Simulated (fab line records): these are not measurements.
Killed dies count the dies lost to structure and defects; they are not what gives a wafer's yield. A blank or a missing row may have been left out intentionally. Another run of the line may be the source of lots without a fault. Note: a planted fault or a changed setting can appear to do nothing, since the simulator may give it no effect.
Comparing a struck lot with a sound one	flow nandHarc	15 steps out of a route of 1302
Sound: the wafers L956.1, L956.2, L956.4. Struck: wafer L965.3. (L965.1, L965.4 of the same lot were not struck and are left out.) The cause comes at the end.
Each step with rows lists, per side, the tool, then ch with its chambers, then its first start. Under that, the readings that differ: sound wafers	struck wafers	difference of the means	sigmas: that difference in standard deviations of wafers without a fault.
alike: readings with means less than 2 such deviations apart, plus words and numbers identical on both sides. not compared: withheld readings, readings lacking a value on some wafer, bounds such as >300 that could conceal the same value, and numbers that have no deviation in the record and whose values overlap.
Wherever a step has rows on one side only, a row that says differs or no value, or a row with sigmas, the two part there. Numbers that don't overlap but have no deviation are shown without sigmas and don't part them. Lack of a reading on every wafer of one side parts them only where that side has two or more wafers.

first, 7 steps without rows for these wafers: NHARC_P_M2_COAT_34 (time 65 s); NHARC_P_M2_COAT_03 (resist thk 90 nm); NHARC_P_M2_SOFTBAKE_04 (time 55 s); NHARC_P_M2_EBR_05; NHARC_P_M2_EXPOSE_06 (exposes mask P M2, target cd 170 nm); NHARC_P_M2_PEB_07 (peb time 65 s); NHARC_P_M2_DEVELOP_08 (develop time 35 s).
NHARC_P_M2_CD_MEAS_09 targets a cd of 170 nm.
  sound on cdSem-02 ch 0, day 8 00:26; struck on cdSem-02 ch 0, day 11 13:34
reading	sound	struck	difference	sigmas
cdNm (nm)	170.2 170.8 170.4	168.1	-2.4	-3
NHARC_P_M2_OVL_MEAS_10: pitch 340 nm.
  sound on overlay-02, day 8 00:31; struck on overlay-01, day 11 13:39
reading	sound	struck	difference	sigmas
overlayYNm (nm)	0.0 0.1 0.8	2.5	+2.2	+2
  alike: overlayXNm
NHARC_P_M2_INSPECT_11:
  sound on defectInspect-01, day 8 00:34; struck on defectInspect-01, day 11 13:41
  alike: rawDefectCount
NHARC_P_M2_DESCUM_14: chemistry O2, time 3 s.
  sound on rieDiel-09 ch 0,1,3, day 8 00:37; struck on rieDiel-04 ch 0, day 11 13:45
reading	sound	struck	difference	sigmas
drypumpMotorCurrentA (A)	6.7 6.0 5.7	5.4	-0.7	-2
oesProductAu (a.u.)	0.994 1.025 1.001	0.974	-0.033	-3
rfHoursCounterH (h)	0.8 0.8 0.9	4.5	+3.7	
  alike: rfVppV, showerheadPlenumPTorr, throttleValvePct
NHARC_P_M2_ETCH_35: etches the open film in N2/H2, target depth 40 nm, overetch 12 nm, time 43.94 s.
  sound on rieDiel-09 ch 0,2,3, day 8 00:42; struck on rieDiel-04 ch 3, day 11 13:50
reading	sound	struck	difference	sigmas
rfHoursCounterH (h)	0.9 0.7 0.8	4.0	+3.2	
  alike: drypumpMotorCurrentA, oesProductAu, rfVppV, runLengthS, showerheadPlenumPTorr, throttleValvePct
NHARC_P_M2_ETCH_15: etches the open film in C4F8/Ar, target depth 182.5 nm, time 91.2 s.
  sound on rieDiel-09 ch 0,1,3, day 8 00:47; struck on rieDiel-04 ch 0, day 11 13:55
reading	sound	struck	difference	sigmas
oesProductAu (a.u.)	0.969 0.971 0.962	0.917	-0.050	-2
rfHoursCounterH (h)	0.8 0.9 1.0	4.5	+3.6	
runLengthS (s)	112.2 113.0 112.3	104.7	-7.8	-18
  alike: rfVppV
NHARC_P_M2_CD_MEAS_16:
  sound on cdSem-03, day 8 00:55; struck on cdSem-03, day 11 14:03
reading	sound	struck	difference	sigmas
cdNm (nm)	170.2 171.4 171.0	167.6	-3.3	-4
following that, these wafers have no rows for 1 step: NHARC_END_SORT_01.

WHERE THEY PART
Earliest at NHARC_P_M2_CD_MEAS_09; latest, in this record, at NHARC_P_M2_CD_MEAS_16.

WHY: whatever the simulator had introduced
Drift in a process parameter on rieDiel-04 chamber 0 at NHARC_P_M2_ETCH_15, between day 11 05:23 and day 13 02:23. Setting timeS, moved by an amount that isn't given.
